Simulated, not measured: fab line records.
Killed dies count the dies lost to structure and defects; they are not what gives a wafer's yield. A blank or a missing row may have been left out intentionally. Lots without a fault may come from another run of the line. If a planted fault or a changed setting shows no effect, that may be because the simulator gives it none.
fab line records    flow nand-harc
[record] lots = 14  wafers = 42  last-day = 33
route steps=1302 shown A_BLC@1132 A_M0@1152
lots that met no fault: taken from a fault-free run of the same line
start-h: start of the lot's first displayed wafer, in hours after the record's first day    wait-h: how many hours have passed since the lot's step before this one    " same as the row above    L1.1+2: a row that stands for several wafers    - value missing, or start not given    * or withheld: withheld    < > ~ a bound
route shown NAME@n: names a module that has steps shown in the file, with the first one's number in the route    usual: average and standard deviation across the fault-free wafers    same: alike in all rows    chamber/n: place in a boat    sites: each site's reading    _std_site: how widely they spread, as a standard deviation    _edge_site: inner sites' mean taken away from outer sites' mean    radius-mm: for every site, how far away it sits from the centre of the wafer    mask NAME#n: copy n    behind: tool/chamber where the wafer was last shaped    hold: reason for holding the lot/hours on hold/outcome of the hold    device: the transistor (n, p or np) that didn't switch    end of line: the route-end tests of the same wafers    a step given without rows: its recipe and nothing more    killed: at the first sort, the dies lost to defects and structure; wafer yield is something else    map: the dies of a wafer, with x for killed, . for not killed, _ for no die there
set.NAME: the setting the step ran with; set.NAME@STEP: the setting that earlier step ran with    model.NAME: the simulator's own value behind a step, which no gauge read
the route's steps for a sample of lots (tables are steps, rows are wafers)
services: the hour from which a tool's chamber was out of use, counted from the record's first day as start-h (under 0 if before that day), plus the number of hours and why
[[steps]]
[step NHARC_A_BLC_CVD_24]
[recipe] target-thk-a = 1500  temp-c = 300  pressure-torr = 40  wf6-flow-sccm = 40  h2-flow-sccm = 1600  ar-flow-sccm = 1560  time-s = 434  material = W
[usual] heater-power-w = 494/31  throttle-valve-pct = 7.93/0.25
[same] time-s = 434
lot.wafer  tool      chamber  start-h  wait-h  heater-power-w  throttle-valve-pct
L267.1     cvd-w-02  1        -        -       448             7.93
L267.6     "         1        "        "       434             7.98
L267.5     "         0        "        "       510             7.41
L270.1     cvd-w-01  1        -        -       506             7.91
L270.4     "         0        "        "       506             7.90
L270.6     "         0        "        "       512             7.95
L269.3     cvd-w-02  0        -        -       523             7.65
L269.6     "         0        "        "       510             7.53
L269.5     "         1        "        "       446             8.36
L272.2     cvd-w-02  1        -        -       424             8.19
L272.1     "         0        "        "       517             7.72
L272.5     "         1        "        "       454             8.10
L271.1     cvd-w-01  0        -        -       499             7.71
L271.4     "         0        "        "       510             7.63
L271.5     "         0        "        "       509             7.61
L280.3     cvd-w-02  0        -        -       521             7.64
L280.4     "         1        "        "       440             8.42
L280.5     "         1        "        "       445             8.13
L279.3     cvd-w-02  0        -        -       504             7.67
L279.5     "         1        "        "       438             8.21
L279.6     "         0        "        "       527             7.92
L281.2     cvd-w-01  0        -        -       510             7.48
L281.4     "         1        "        "       513             7.97
L281.5     "         1        "        "       501             7.80
L283.3     cvd-w-02  0        -        -       541             8.26
L283.6     "         1        "        "       445             8.27
L283.5     "         0        "        "       546             7.98
L285.3     cvd-w-01  1        -        -       497             8.10
L285.4     "         0        "        "       528             7.78
L285.6     "         0        "        "       503             7.77
L288.1     cvd-w-02  0        -        -       514             8.08
L288.2     "         1        "        "       480             8.27
L288.4     "         1        "        "       475             8.12
L287.4     cvd-w-02  0        -        -       524             7.91
L287.5     "         0        "        "       525             8.06
L287.6     "         1        "        "       451             8.20
L289.3     cvd-w-02  0        -        -       510             7.97
L289.4     "         1        "        "       460             8.48
L289.5     "         1        "        "       456             7.84
L290.4     cvd-w-01  0        -        -       497             7.51
L290.5     "         1        "        "       492             7.62
L290.6     "         0        "        "       493             7.54
[step NHARC_A_M0_ETCH_15]
[recipe] target-depth-a = 1500  overetch-a = 150  time-s = 82.5  c4f8-flow-sccm = withheld  ar-flow-sccm = 400  rf-w = 600  bias-w = 300  chemistry = C4F8/Ar
[usual] oes-product-au = 0.957/0.022  rf-vpp-V = 438.5/2.4
[same] time-s = 82.5
lot.wafer  tool         chamber  start-h  wait-h  oes-product-au  rf-hours-counter-h  rf-vpp-V
L267.1     rie-diel-08  2        -        -       0.933           4.2                 437.8
L267.5     "            1        "        "       0.923           -                   437.8
L267.6     "            2        "        "       0.927           -                   435.9
L270.4     rie-diel-07  2        -        -       0.972           2.8                 437.8
L270.1     "            3        "        "       0.989           2.8                 444.4
L270.6     "            1        "        "       0.947           -                   437.3
L269.3     rie-diel-08  0        -        -       0.978           0.0                 437.0
L269.5     "            1        "        "       0.948           -                   436.9
L269.6     "            2        "        "       0.970           -                   437.9
L272.1     rie-diel-05  3        -        -       0.935           8.6                 438.1
L272.2     "            1        "        "       0.930           6.6                 438.2
L272.5     "            3        "        "       0.934           -                   438.6
L271.4     rie-diel-08  2        -        -       0.995           0.4                 437.3
L271.1     "            3        "        "       0.959           0.6                 437.3
L271.5     "            1        "        "       0.966           -                   436.5
L280.3     rie-diel-07  1        -        -       0.918           5.6                 438.4
L280.4     "            2        "        "       0.918           6.6                 437.7
L280.5     "            3        "        "       0.939           -                   443.9
L279.3     rie-diel-07  1        -        -       0.964           5.8                 436.9
L279.6     "            0        "        "       0.969           -                   437.8
L279.5     "            1        "        "       0.958           -                   438.4
L281.4     rie-diel-07  1        -        -       0.955           1.0                 439.8
L281.2     "            3        "        "       0.959           1.0                 446.1
L281.5     "            0        "        "       0.959           -                   439.2
L283.3     rie-diel-08  2        -        -       0.977           8.0                 436.4
L283.5     "            0        "        "       0.968           -                   437.6
L283.6     "            1        "        "       0.979           -                   437.7
L285.3     rie-diel-08  3        -        -       0.923           9.4                 437.2
L285.4     "            0        "        "       0.927           8.3                 436.5
L285.6     "            2        "        "       0.932           -                   436.9
L288.4     rie-diel-05  1        -        -       0.976           6.8                 439.5
L288.1     "            2        "        "       0.962           6.8                 437.9
L288.2     "            3        "        "       0.960           3.8                 438.2
L287.4     rie-diel-07  1        -        -       0.937           3.7                 437.7
L287.6     "            3        "        "       0.976           -                   444.3
L287.5     "            0        "        "       0.947           -                   439.5
L289.4     rie-diel-07  2        -        -       0.922           4.6                 437.3
L289.3     "            3        "        "       0.914           4.5                 444.3
L289.5     "            1        "        "       0.904           -                   436.5
L290.4     rie-diel-05  0        -        -       0.913           9.0                 438.4
L290.6     "            0        "        "       0.917           -                   438.5
L290.5     "            1        "        "       0.948           -                   439.7
[step NHARC_A_M0_PVD_21]
[recipe] target-thk-a = 300  chamber-pressure-pa = 5  power-w = 5000  substrate-temp-c = 30  time-s = 20.49  material = Cu
[usual] cathode-dc-power-W = 5000.0/0.95  chamber-pressure-pa = 5.000/0.0084  substrate-temp-c = 30.01/0.12  throttle-valve-pct = 30.3/1.3  time-s = 20.49/0
lot.wafer  tool            chamber  start-h  wait-h  cathode-dc-power-W  chamber-pressure-pa  substrate-temp-c  throttle-valve-pct  time-s
L267.1     pvd-sputter-02  -        530.34   -       4999.6              5.004                30.13             29.5                20.49
L267.5     "               -        "        "       4998.7              5.005                29.93             30.8                20.49
L267.6     "               -        "        "       4998.9              5.007                29.90             32.0                20.49
L270.4     pvd-sputter-03  -        549.78   -       5000.7              4.995                30.03             31.5                20.49
L270.1     "               -        "        "       4999.0              4.985                30.02             28.3                20.49
L270.6     "               -        "        "       4998.5              5.002                30.01             30.4                20.49
L269.3     pvd-sputter-02  -        555.26   -       4999.5              4.992                29.82             32.1                20.49
L269.5     "               -        "        "       4999.0              5.005                29.71             31.9                20.49
L269.6     "               -        "        "       5000.4              5.006                30.16             29.6                20.49
L272.2     pvd-sputter-03  -        560.59   -       -                   -                    -                 -                   -
L272.1     "               -        "        "       -                   -                    -                 -                   -
L272.5     "               -        "        "       -                   -                    -                 -                   -
L271.4     pvd-sputter-03  -        563.35   -       -                   -                    -                 -                   -
L271.1     "               -        "        "       -                   -                    -                 -                   -
L271.5     "               -        "        "       -                   -                    -                 -                   -
L280.3     pvd-sputter-02  -        631.51   -       4999.7              4.997                29.93             32.1                20.49
L280.4     "               -        "        "       5000.7              5.013                29.85             30.5                20.49
L280.5     "               -        "        "       5000.2              5.003                30.04             29.5                20.49
L279.3     pvd-sputter-01  -        633.10   -       4998.7              5.017                30.02             31.4                20.49
L279.5     "               -        "        "       5001.3              4.999                29.86             31.3                20.49
L279.6     "               -        "        "       4999.0              4.998                30.01             28.5                20.49
L281.4     pvd-sputter-03  -        670.94   -       4998.8              5.005                29.83             28.4                20.49
L281.2     "               -        "        "       4999.8              5.010                29.92             30.5                20.49
L281.5     "               -        "        "       4999.8              5.001                30.01             28.2                20.49
L283.3     pvd-sputter-01  -        693.20   -       5000.7              5.009                29.98             28.6                20.49
L283.6     "               -        "        "       4997.6              5.006                29.95             28.6                20.49
L283.5     "               -        "        "       4999.7              5.006                30.00             31.0                20.49
L285.3     pvd-sputter-01  -        707.80   -       4999.6              4.984                29.96             29.6                20.49
L285.4     "               -        "        "       4999.1              5.003                29.93             31.4                20.49
L285.6     "               -        "        "       5000.1              5.000                30.19             31.7                20.49
L288.4     pvd-sputter-03  -        722.34   -       4999.5              4.985                30.02             31.4                20.49
L288.2     "               -        "        "       5000.9              5.014                30.04             29.7                20.49
L288.1     "               -        "        "       4999.9              5.002                30.08             31.9                20.49
L287.4     pvd-sputter-03  -        725.51   -       4999.7              4.996                29.97             31.7                20.49
L287.5     "               -        "        "       4999.4              4.989                29.94             31.2                20.49
L287.6     "               -        "        "       5002.0              5.011                29.95             28.4                20.49
L289.3     pvd-sputter-03  -        743.19   -       5000.2              5.017                30.11             29.4                20.49
L289.4     "               -        "        "       4999.8              4.989                30.01             31.8                20.49
L289.5     "               -        "        "       4999.9              5.004                30.08             29.4                20.49
L290.4     pvd-sputter-01  -        744.30   -       5000.5              4.985                30.19             28.5                20.49
L290.6     "               -        "        "       5001.1              4.998                29.67             31.3                20.49
L290.5     "               -        "        "       4999.8              4.999                29.93             29.2                20.49
[step NHARC_A_M0_PRE_CLEAN_31]
[recipe] time-s = 12  temp-c = 370  rf-power-w = 300  gas = NH3
[usual] heater-power-w = 615/110
[same] time-s = 12
lot.wafer  tool      chamber  start-h  wait-h  heater-power-w
L267.1     pecvd-03  1        531.77   0.1     668
L267.5     "         2        "        "       459
L267.6     "         1        "        "       647
L270.1     pecvd-04  0        551.15   0.1     707
L270.6     "         0        "        "       720
L270.4     "         1        "        "       531
L269.3     pecvd-04  2        556.68   0.1     479
L269.6     "         1        "        "       514
L269.5     "         2        "        "       492
L272.1     pecvd-01  0        562.00   0.1     728
L272.2     "         1        "        "       591
L272.5     "         1        "        "       575
L271.1     pecvd-04  0        564.74   0.1     634
L271.5     "         0        "        "       652
L271.4     "         1        "        "       569
L280.3     pecvd-03  0        632.93   0.1     794
L280.5     "         0        "        "       766
L280.4     "         2        "        "       481
L279.3     pecvd-01  0        634.49   0.1     692
L279.6     "         0        "        "       682
L279.5     "         1        "        "       609
L281.2     pecvd-03  0        672.34   0.1     743
L281.5     "         0        "        "       736
L281.4     "         1        "        "       695
L283.3     pecvd-04  0        694.61   0.1     750
L283.5     "         1        "        "       479
L283.6     "         2        "        "       492
L285.3     pecvd-03  1        709.22   0.1     680
L285.6     "         2        "        "       449
L285.4     "         1        "        "       688
L288.1     pecvd-04  0        723.76   0.1     641
L288.2     "         1        "        "       482
L288.4     "         1        "        "       462
L287.4     pecvd-03  0        726.91   0.1     785
L287.5     "         1        "        "       684
L287.6     "         2        "        "       489
L289.3     pecvd-04  1        744.61   0.1     555
L289.4     "         2        "        "       518
L289.5     "         0        "        "       698
L290.5     pecvd-04  1        745.71   0.1     525
L290.4     "         2        "        "       573
L290.6     "         0        "        "       737
[[services]]
tool            chamber  start-h  hours  kind
pvd-sputter-03  -        507.09   7.7    repair
pecvd-04        -        517.48   0.6    repair
pvd-sputter-03  -        526.09   10.0   pm
rie-diel-08     -        544.80   9.0    pm
pecvd-03        -        547.01   13.0   pm
cvd-w-01        -        547.01   13.0   pm
rie-diel-07     2        556.51   6.6    repair
rie-diel-07     1        567.65   7.7    repair
pecvd-04        -        572.33   1.0    repair
pecvd-04        -        598.19   0.7    repair
rie-diel-07     1        611.82   7.1    repair
pecvd-04        -        631.02   13.0   pm
cvd-w-02        -        631.74   13.0   pm
rie-diel-07     2        632.49   5.3    repair
rie-diel-07     1        643.33   1.2    repair
rie-diel-07     -        648.24   9.0    pm
pvd-sputter-03  -        672.96   2.1    repair
cvd-w-02        -        677.40   0.8    repair
pvd-sputter-03  -        678.46   5.5    repair
pvd-sputter-03  -        704.09   10.0   pm
pecvd-03        -        704.44   0.2    repair
rie-diel-08     -        721.80   9.0    pm
pecvd-03        -        728.01   13.0   pm
pecvd-04        -        730.86   0.4    repair
[[key]]
[first-sign] step = NHARC_A_M0_PVD_21  reading = tool-record  direction = missing
effect none on later readings
met-at NHARC_A_M0_PVD_21
struck-lots L271,L272
later-rows-left-out L271.1,L271.4,L271.5,L272.1,L272.2,L272.5
sort-left-out L271.1,L271.4,L271.5,L272.1,L272.2,L272.5
not-acting-at NHARC_A_BLC_CVD_24,NHARC_A_M0_ETCH_15,NHARC_A_M0_PRE_CLEAN_31
onset-between 549.78 560.59
[fault] kind = skipped-step-whole  tool = pvd-sputter-03  chamber = -  onset-h = 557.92  steps = NHARC_A_M0_PVD_21  scope = struck-lots-only
// sort-left-out: the simulated sort isn't trusted on such a fault, so these wafers' sort isn't shown, and their yield isn't known
// later-rows-left-out: the simulator's readings of these wafers behind a module that went badly wrong aren't trusted and aren't shown, but for the sort
